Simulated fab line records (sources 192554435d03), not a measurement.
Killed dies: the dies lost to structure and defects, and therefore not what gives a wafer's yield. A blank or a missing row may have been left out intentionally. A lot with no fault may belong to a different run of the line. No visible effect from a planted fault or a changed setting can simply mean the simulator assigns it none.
Matching of chambers + flow n5 finfet + 4 sister chambers for N5_BEOL_M5_ETCH_62 on rie diel-03
The step etches SOC in N2/H2, target depth 75 nm, overetch 15 nm, time 112.5 s. 4 wafers are shown with their chamber, then 7 later ones without.

WAFERS WITH THEIR CHAMBER
| wafer  | chamber | drypump motor current A (A) |
|--------|---------|-----------------------------|
| L086.3 | 3       | 6.4                         |
| L086.6 | 1       | 5.9                         |
| L089.1 | 0       | 5.2                         |
| L089.2 | 2       | 6.0                         |

WAFERS WHOSE CHAMBER IS MISSING
| wafer  | drypump motor current A (A) |
|--------|-----------------------------|
| L089.5 | 6.4                         |
| L094.1 | 5.9                         |
| L094.3 | 6.0                         |
| L094.4 | 6.5                         |
| L096.1 | 5.9                         |
| L096.5 | 6.0                         |
| L096.6 | 6.5                         |

EACH ONE'S CHAMBER
| wafer  | from the rows above     | in truth |
|--------|-------------------------|----------|
| L089.5 | 3                       | 3        |
| L094.1 | can't be placed: 1 or 2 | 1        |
| L094.3 | can't be placed: 2 or 1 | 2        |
| L094.4 | 3                       | 3        |
| L096.1 | can't be placed: 1 or 2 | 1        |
| L096.5 | can't be placed: 2 or 1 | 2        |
| L096.6 | 3                       | 3        |
Correct placement for 3 of the 7. Unplaceable from these rows: 4, with the true chamber sitting among the candidates in 4. Wrongly placed: 0.
How it was worked out, from the rows above alone: a wafer's distance from a chamber is the root of the sum, over the readings, of the square of ((its reading less the chamber's mean) divided by the reading's scatter). The wafer belongs to the nearest chamber; if the next one is less than 2 further off, it can't be placed. The mean given for a chamber averages the wafers shown for that chamber. The scatter: with one shown wafer a chamber, the root of the mean of the squares of how far each hidden wafer lies from its nearest shown one.
